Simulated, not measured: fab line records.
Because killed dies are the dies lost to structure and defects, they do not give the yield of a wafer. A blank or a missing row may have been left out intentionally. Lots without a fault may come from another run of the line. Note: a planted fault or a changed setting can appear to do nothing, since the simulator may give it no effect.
Chamber matching / flow n5 finfet / rie diel-05 running N5_BEOL_M12_DESCUM_15: 4 sister chambers
The step chemistry O2, time 7.9 s. 7 wafers are shown with their chamber, then 8 later ones without.

WAFERS WITH THEIR CHAMBER
wafer=L079.4; chamber=2; showerhead plenum p Torr (Torr)=2.17; drypump motor current A (A)=5.9
wafer=L082.5; chamber=1; showerhead plenum p Torr (Torr)=1.96; drypump motor current A (A)=5.5
wafer=L088.5; chamber=0; showerhead plenum p Torr (Torr)=2.10; drypump motor current A (A)=5.0
wafer=L092.2; chamber=3; showerhead plenum p Torr (Torr)=2.19; drypump motor current A (A)=5.7
wafer=L092.5; chamber=0; showerhead plenum p Torr (Torr)=2.10; drypump motor current A (A)=4.9
wafer=L092.6; chamber=1; showerhead plenum p Torr (Torr)=1.95; drypump motor current A (A)=5.5
wafer=L094.4; chamber=3; showerhead plenum p Torr (Torr)=2.18; drypump motor current A (A)=5.7

WAFERS WITHOUT THEIR CHAMBER
wafer=L094.5; showerhead plenum p Torr (Torr)=1.95; drypump motor current A (A)=5.5
wafer=L094.6; showerhead plenum p Torr (Torr)=2.09; drypump motor current A (A)=5.0
wafer=L095.2; showerhead plenum p Torr (Torr)=2.18; drypump motor current A (A)=5.7
wafer=L095.4; showerhead plenum p Torr (Torr)=2.09; drypump motor current A (A)=4.9
wafer=L095.5; showerhead plenum p Torr (Torr)=1.95; drypump motor current A (A)=5.5
wafer=L097.4; showerhead plenum p Torr (Torr)=2.16; drypump motor current A (A)=5.9
wafer=L097.5; showerhead plenum p Torr (Torr)=2.18; drypump motor current A (A)=5.7
wafer=L097.6; showerhead plenum p Torr (Torr)=2.09; drypump motor current A (A)=5.0

WHICH CHAMBER EACH ONE RAN IN
wafer=L094.5; from the rows above=1; in truth=1
wafer=L094.6; from the rows above=0; in truth=0
wafer=L095.2; from the rows above=3; in truth=3
wafer=L095.4; from the rows above=0; in truth=0
wafer=L095.5; from the rows above=1; in truth=1
wafer=L097.4; from the rows above=2; in truth=2
wafer=L097.5; from the rows above=3; in truth=3
wafer=L097.6; from the rows above=0; in truth=0
Placed correctly: 8 of 8. Number that these rows cannot place: 0. Wrongly placed: 0.
How it was worked out, from the rows above alone: a wafer's distance from a chamber is the root of the sum, over the readings, of the square of ((its reading less the chamber's mean) divided by the reading's scatter). If the next closest chamber is less than 2 further off than the closest, the wafer can't be placed; otherwise it belongs to the closest. Each chamber's mean is taken over the wafers shown for it. How the scatter is found: for the shown wafers, subtract from each reading the mean of its chamber, square and add these, divide the total by (wafers less chambers), then take the root.
